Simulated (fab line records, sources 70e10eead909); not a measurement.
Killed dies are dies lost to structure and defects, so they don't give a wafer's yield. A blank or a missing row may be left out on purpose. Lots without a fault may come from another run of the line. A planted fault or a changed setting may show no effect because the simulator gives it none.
fab line records | flow nand_harc
record lots=13 wafers=39 last_day=33
route steps=1302 shown P_GATE@119
lots that met no fault: from a run of the same line without faults
start_h: hours from the record's first day to the start of the lot's first wafer shown | wait_h: hours since the lot's step before | " the same as in the row above | L1.1+2: a row that stands for several wafers | - no value, or no start given | * or withheld: withheld | < > ~ a bound
route shown NAME@n: a module of which the file shows steps, and the number in the route of the first | usual: mean/standard deviation of fault-free wafers | same: alike in all rows | chamber/n: place in a boat | sites: the reading at each site | _std_site: their standard deviation | _edge_site: outer sites' mean less inner sites' | radius_mm: how far each site lies from the wafer's centre | mask NAME#n: copy n | behind: the tool/chamber that last shaped the wafer | hold: why the lot was held/for how many hours/how that ended | device: the transistor (n, p or np) that didn't switch | end of line: the same wafers' tests at the end of the route | a step without rows: its recipe alone | killed: dies lost to structure and defects at the first sort, not the wafer's yield | map: a wafer's dies, x killed, . not, _ none there
set.NAME: the setting as run; set.NAME@STEP: as run at that earlier step | model.NAME: the simulator's own value behind a step, which no gauge read
steps of the route over a sample of lots; a table a step, a row a wafer
services: from which hour (start_h, from the record's first day; less than 0 if before it) a tool's chamber was out of use, for how many hours, and why
## steps
# step NHARC_P_GATE_EXPOSE_08
# recipe na=0.6 dose_mj=16.75 mask_id=P_HV
# usual focus_offset_nm=0.0/0.54
# columns lot.wafer tool chamber start_h wait_h mask focus_offset_nm
L378.3 krf_scanner-04 0 94.61 - P_HV#0 -1.4
L378.4 " 0 " " P_HV#0 -0.1
L378.6 " 0 " " P_HV#0 -0.2
L379.1 krf_scanner-03 0 106.47 - P_HV#0 -0.7
L379.2 " 0 " " P_HV#0 0.2
L379.3 " 0 " " P_HV#0 0.1
L380.1 krf_scanner-04 0 106.63 - P_HV#0 0.3
L380.2 " 0 " " P_HV#0 -0.2
L380.5 " 0 " " P_HV#0 0.3
L381.2 krf_scanner-03 0 120.86 - P_HV#0 0.0
L381.3 " 0 " " P_HV#0 -0.1
L381.6 " 0 " " P_HV#0 -0.4
L383.1 krf_scanner-03 0 143.03 - P_HV#0 -0.1
L383.3 " 0 " " P_HV#0 0.2
L383.6 " 0 " " P_HV#0 0.3
L385.1 krf_scanner-03 0 164.76 - P_HV#0 0.4
L385.4 " 0 " " P_HV#0 0.2
L385.5 " 0 " " P_HV#0 -0.5
L386.2 krf_scanner-01 0 169.67 - P_HV#0 -0.5
L386.4 " 0 " " P_HV#0 -0.2
L386.5 " 0 " " P_HV#0 0.6
L387.1 krf_scanner-03 0 184.69 - P_HV#0 0.6
L387.3 " 0 " " P_HV#0 0.1
L387.4 " 0 " " P_HV#0 0.4
L388.2 krf_scanner-01 0 191.13 - P_PSD#0 -0.1
L388.3 " 0 " " P_PSD#0 -0.6
L388.4 " 0 " " P_PSD#0 -0.1
L394.2 krf_scanner-03 0 253.89 - P_HV#0 0.3
L394.5 " 0 " " P_HV#0 0.0
L394.6 " 0 " " P_HV#0 -0.3
L398.2 krf_scanner-01 0 296.39 - P_HV#0 0.1
L398.4 " 0 " " P_HV#0 -0.4
L398.5 " 0 " " P_HV#0 0.2
L399.2 krf_scanner-01 0 296.43 - P_HV#0 0.1
L399.4 " 0 " " P_HV#0 -0.5
L399.5 " 0 " " P_HV#0 0.1
L400.1 krf_scanner-03 0 309.80 - P_HV#0 -1.2
L400.5 " 0 " " P_HV#0 -0.5
L400.6 " 0 " " P_HV#0 -0.5
# step NHARC_P_GATE_CD_MEAS_11
# recipe target_cd_nm=1640 landing_energy_ev=500
# usual cd_nm=1640.2/1.2
# columns lot.wafer tool chamber start_h wait_h cd_nm
L378.3 cd_sem-01 0 94.76 - 1643.5
L378.4 " 0 " " 1641.2
L378.6 " 0 " " 1638.3
L379.1 cd_sem-03 0 106.63 - 1640.3
L379.2 " 0 " " 1640.7
L379.3 " 0 " " 1639.8
L380.1 cd_sem-01 0 106.79 - 1640.3
L380.2 " 0 " " 1642.0
L380.5 " 0 " " 1641.0
L381.2 cd_sem-01 0 121.02 - 1640.0
L381.3 " 0 " " 1640.3
L381.6 " 0 " " 1640.0
L383.1 cd_sem-02 0 143.18 - 1641.6
L383.3 " 0 " " 1641.5
L383.6 " 0 " " 1641.9
L385.1 cd_sem-03 0 164.91 - 1638.5
L385.4 " 0 " " 1638.1
L385.5 " 0 " " 1638.1
L386.2 cd_sem-01 0 169.82 - 1640.1
L386.4 " 0 " " 1640.8
L386.5 " 0 " " 1641.0
L387.1 cd_sem-03 0 184.84 - 1639.2
L387.3 " 0 " " 1641.2
L387.4 " 0 " " 1640.8
L388.2 cd_sem-02 0 191.28 - -
L388.3 " 0 " " -
L388.4 " 0 " " -
L394.2 cd_sem-03 0 254.05 - 1639.6
L394.5 " 0 " " 1641.2
L394.6 " 0 " " 1641.1
L398.2 cd_sem-02 0 296.55 - 1641.3
L398.4 " 0 " " 1640.6
L398.5 " 0 " " 1641.9
L399.2 cd_sem-01 0 296.58 - 1640.6
L399.4 " 0 " " 1640.5
L399.5 " 0 " " 1639.7
L400.1 cd_sem-01 0 309.95 - 1637.5
L400.5 " 0 " " 1640.0
L400.6 " 0 " " 1641.6
# step NHARC_P_GATE_ETCH_32
# recipe target_depth_a=1500 over_etch_frac=1 over_etch_ion_energy_ev=40 time_s=100.1 hbr_flow_sccm=150 cl2_flow_sccm=50 rf_w=400 icp_w=400 bias_w=100 chemistry=HBr/Cl2
# usual bias_w=100.0/0.32 chamber_pressure_mTorr=15.000/0.015 drypump_motor_current_A=5.7/0.49 oes_product_au=0.999/0.0081 throttle_valve_pct=26.407/0.0092
# columns lot.wafer tool chamber start_h wait_h bias_w chamber_pressure_mTorr drypump_motor_current_A oes_product_au rf_hours_counter_h throttle_valve_pct
L378.4 rie_si-02 1 109.42 - 100.2 15.006 6.2 0.985 0.0 26.399
L378.3 " 3 " " 100.4 15.020 5.6 1.006 0.0 26.404
L378.6 " 1 " " 100.4 14.987 6.2 0.996 - 26.410
L380.1 rie_si-03 1 124.13 - 99.8 14.992 6.2 0.998 0.4 26.405
L380.2 " 2 " " 100.2 14.981 5.3 1.007 0.4 26.404
L380.5 " 1 " " 100.0 14.995 6.1 1.000 - 26.402
L379.3 rie_si-02 3 124.75 - 100.1 15.000 5.7 0.997 0.1 26.419
L379.2 " 0 " " 100.0 14.990 5.6 1.004 0.1 26.407
L379.1 " 2 " " 99.5 15.004 6.6 1.018 0.1 26.420
L381.2 rie_si-05 3 140.77 - 100.0 15.013 4.9 1.008 0.0 26.394
L381.3 " 2 " " 99.9 15.001 5.2 1.010 0.0 26.401
L381.6 " 0 " " 99.9 15.009 6.0 1.001 - 26.424
L383.1 rie_si-02 3 157.85 - 100.1 14.991 5.7 0.984 0.3 26.394
L383.3 " 0 " " 100.3 14.986 5.6 0.999 0.4 26.397
L383.6 " 2 " " 100.0 14.980 6.6 1.013 - 26.391
L385.4 rie_si-02 1 182.90 - 99.1 15.002 6.2 0.990 0.5 26.408
L385.1 " 2 " " 100.3 14.999 6.6 1.002 0.4 26.398
L385.5 " 2 " " 100.1 15.002 6.6 1.010 - 26.413
L386.2 rie_si-03 3 184.34 - 99.9 15.037 6.2 1.005 0.7 26.410
L386.4 " 0 " " 99.7 15.033 5.7 0.994 0.8 26.412
L386.5 " 2 " " 100.2 14.998 5.3 1.003 - 26.404
L387.1 rie_si-05 2 206.06 - 100.3 14.982 5.1 1.004 0.3 26.399
L387.4 " 0 " " 99.7 15.032 6.0 0.993 0.4 26.392
L387.3 " 1 " " 99.7 15.007 5.4 0.995 0.4 26.401
L388.2 rie_si-02 2 210.25 - 100.5 14.992 6.6 1.010 0.5 26.409
L388.3 " 3 " " 100.3 15.007 5.7 0.991 0.6 26.413
L388.4 " 0 " " 100.1 14.992 5.6 0.999 0.7 26.405
L394.2 rie_si-05 1 270.18 - 99.8 15.025 5.4 0.993 0.7 26.411
L394.5 " 1 " " 99.7 14.981 5.4 0.988 - 26.389
L394.6 " 3 " " 100.0 14.993 4.9 1.002 - 26.395
L399.2 rie_si-03 2 312.24 - 99.8 15.023 5.3 0.994 0.6 26.423
L399.4 " 3 " " 99.9 14.981 6.2 1.004 0.6 26.409
L399.5 " 1 " " 100.4 15.014 6.2 0.997 - 26.413
L398.4 rie_si-03 0 312.87 - 100.4 14.999 5.7 1.003 0.5 26.411
L398.2 " 1 " " 99.6 14.992 6.1 1.005 0.6 26.407
L398.5 " 0 " " 100.3 15.009 5.7 0.998 - 26.412
L400.1 rie_si-02 3 324.76 - 99.7 14.990 5.7 1.005 0.2 26.418
L400.5 " 0 " " 99.6 14.994 5.6 1.002 - 26.407
L400.6 " 1 " " 99.9 14.986 6.2 0.993 - 26.411
# step NHARC_P_GATE_STRIP_112
# recipe power_w=1500 temp_c=110 time_s=200 chemistry=N2/H2
# usual drypump_motor_current_A=5.58/0.13 heater_power_w=94/7.8
# columns lot.wafer tool chamber start_h wait_h drypump_motor_current_A heater_power_w rf_hours_counter_h
L378.3 plasma_asher-01 1 122.81 0.2 5.56 89 -
L378.4 " 0 " " 5.43 89 -
L378.6 " 1 " " 5.56 91 -
L380.2 plasma_asher-02 1 137.55 0.2 5.66 103 10
L380.1 " 0 " " 5.80 97 10
L380.5 " 0 " " 5.77 98 -
L379.1 plasma_asher-01 0 138.29 0.2 5.41 88 31
L379.2 " 1 " " 5.54 89 31
L379.3 " 0 " " 5.41 86 -
L381.2 plasma_asher-01 0 163.72 0.2 5.43 91 36
L381.3 " 1 " " 5.53 88 -
L381.6 " 1 " " 5.53 91 -
L383.1 plasma_asher-02 1 174.12 0.5 5.64 105 20
L383.3 " 0 " " 5.81 97 -
L383.6 " 0 " " 5.78 97 -
L386.2 plasma_asher-02 0 197.90 0.2 5.81 96 24
L386.4 " 0 " " 5.79 96 -
L386.5 " 1 " " 5.66 99 -
L385.1 plasma_asher-01 0 198.79 0.2 5.44 83 4
L385.4 " 1 " " 5.56 89 -
L385.5 " 0 " " 5.45 86 -
L387.1 plasma_asher-01 0 219.80 0.2 5.41 85 8
L387.3 " 1 " " 5.54 87 -
L387.4 " 0 " " 5.43 83 -
L388.2 plasma_asher-01 0 223.67 0.2 5.44 88 9
L388.4 " 1 " " 5.57 89 -
L388.3 " 0 " " 5.42 87 -
L394.2 plasma_asher-01 0 283.77 0.2 5.43 82 23
L394.6 " 0 " " 5.43 86 -
L394.5 " 1 " " 5.57 90 -
L399.2 plasma_asher-02 0 327.89 0.2 5.78 98 13
L399.4 " 1 " " 5.63 106 -
L399.5 " 1 " " 5.65 106 -
L398.2 plasma_asher-02 1 328.53 0.2 5.64 106 14
L398.4 " 1 " " 5.66 109 -
L398.5 " 1 " " 5.64 105 -
L400.1 plasma_asher-01 0 338.43 0.2 5.42 84 35
L400.5 " 1 " " 5.55 91 -
L400.6 " 0 " " 5.42 85 -
# step NHARC_P_GATE_STRIP_76
# recipe power_w=1500 temp_c=250 chemistry=O2
# usual drypump_motor_current_A=5.58/0.13 heater_power_w=352/30
# columns lot.wafer tool chamber start_h wait_h drypump_motor_current_A heater_power_w rf_hours_counter_h
L378.3 plasma_asher-01 1 123.01 0.2 5.56 333 -
L378.4 " 0 " " 5.43 334 -
L378.6 " 1 " " 5.55 333 -
L380.2 plasma_asher-02 1 137.81 0.2 5.64 407 10
L380.1 " 0 " " 5.80 373 10
L380.5 " 0 " " 5.76 367 -
L379.1 plasma_asher-01 0 138.56 0.2 5.43 319 32
L379.2 " 1 " " 5.54 331 32
L379.3 " 0 " " 5.43 325 -
L381.2 plasma_asher-01 0 163.98 0.2 5.45 327 37
L381.3 " 1 " " 5.57 334 -
L381.6 " 1 " " 5.56 336 -
L383.1 plasma_asher-02 1 174.35 0.2 5.66 388 20
L383.3 " 0 " " 5.75 361 -
L383.6 " 0 " " 5.79 371 -
L386.2 plasma_asher-02 0 198.12 0.2 5.79 358 24
L386.4 " 0 " " 5.78 374 -
L386.5 " 1 " " 5.65 385 -
L385.1 plasma_asher-01 0 199.05 0.2 5.43 321 4
L385.4 " 1 " " 5.57 337 -
L385.5 " 0 " " 5.44 321 -
L387.1 plasma_asher-01 0 220.03 0.2 5.40 318 8
L387.3 " 1 " " 5.56 329 -
L387.4 " 0 " " 5.43 316 -
L388.2 plasma_asher-01 0 223.90 0.2 5.40 318 9
L388.4 " 1 " " 5.52 334 -
L388.3 " 0 " " 5.40 311 -
L394.2 plasma_asher-01 0 284.03 0.2 5.41 325 24
L394.6 " 0 " " 5.42 307 -
L394.5 " 1 " " 5.54 340 -
L399.2 plasma_asher-02 0 328.15 0.2 5.76 371 14
L399.4 " 1 " " 5.62 405 -
L399.5 " 1 " " 5.63 407 -
L398.2 plasma_asher-02 1 328.80 0.2 5.64 406 14
L398.4 " 1 " " 5.61 407 -
L398.5 " 1 " " 5.64 409 -
L400.1 plasma_asher-01 0 338.66 0.2 5.43 314 35
L400.5 " 1 " " 5.55 348 -
L400.6 " 0 " " 5.43 318 -
## services
# columns tool chamber start_h hours kind
plasma_asher-02 - 72.27 9.0 pm
krf_scanner-01 - 92.79 0.6 repair
rie_si-02 - 100.00 9.0 pm
rie_si-05 1 120.59 10.2 repair
rie_si-05 - 128.00 9.0 pm
krf_scanner-01 - 140.00 4.0 pm
rie_si-05 2 161.72 2.2 repair
plasma_asher-01 - 165.11 9.0 pm
rie_si-02 3 185.03 1.7 repair
rie_si-03 - 198.58 0.7 repair
rie_si-02 - 201.20 0.5 repair
rie_si-03 - 221.00 9.0 pm
krf_scanner-03 - 224.00 4.0 pm
plasma_asher-02 - 249.47 9.0 pm
rie_si-05 1 257.12 8.4 repair
krf_scanner-03 - 257.76 0.8 repair
rie_si-05 2 269.10 42.4 repair
krf_scanner-01 - 274.52 20.5 repair
rie_si-02 - 277.00 9.0 pm
rie_si-03 3 293.28 1.0 repair
rie_si-02 - 311.26 2.1 repair
krf_scanner-01 - 312.00 4.0 pm
plasma_asher-02 - 316.77 2.0 repair
krf_scanner-01 - 332.33 9.2 repair
## key
first_sign step=NHARC_P_GATE_EXPOSE_08 reading=mask direction=changed
effect step=NHARC_P_GATE_CD_MEAS_11 reading=cd_nm direction=missing
met_at NHARC_P_GATE_EXPOSE_08
struck_lots L388
later_rows_left_out L388.2,L388.3,L388.4
sort_left_out L388.2,L388.3,L388.4
tester_left_out L388
not_acting_at NHARC_P_GATE_ETCH_32,NHARC_P_GATE_STRIP_112,NHARC_P_GATE_STRIP_76
onset_between 169.67 191.13
fault kind=wrong_mask tool=any chamber=- onset_h=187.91 steps=NHARC_P_GATE_EXPOSE_08 aux_copy=P_PSD#0 scope=struck_lots_only
# tester_left_out: of these lots the tester's yield and bins aren't shown, on N5 and GAA mostly nor the transistor test; their killed dies are dies lost to structure and defects alone, not to doping, threshold or leakage, so they don't give the yield
# sort_left_out: the simulated sort isn't trusted on such a fault, so these wafers' sort isn't shown, and their yield isn't known
# later_rows_left_out: the simulator's readings of these wafers behind a module that went badly wrong aren't trusted and aren't shown, but for the sort
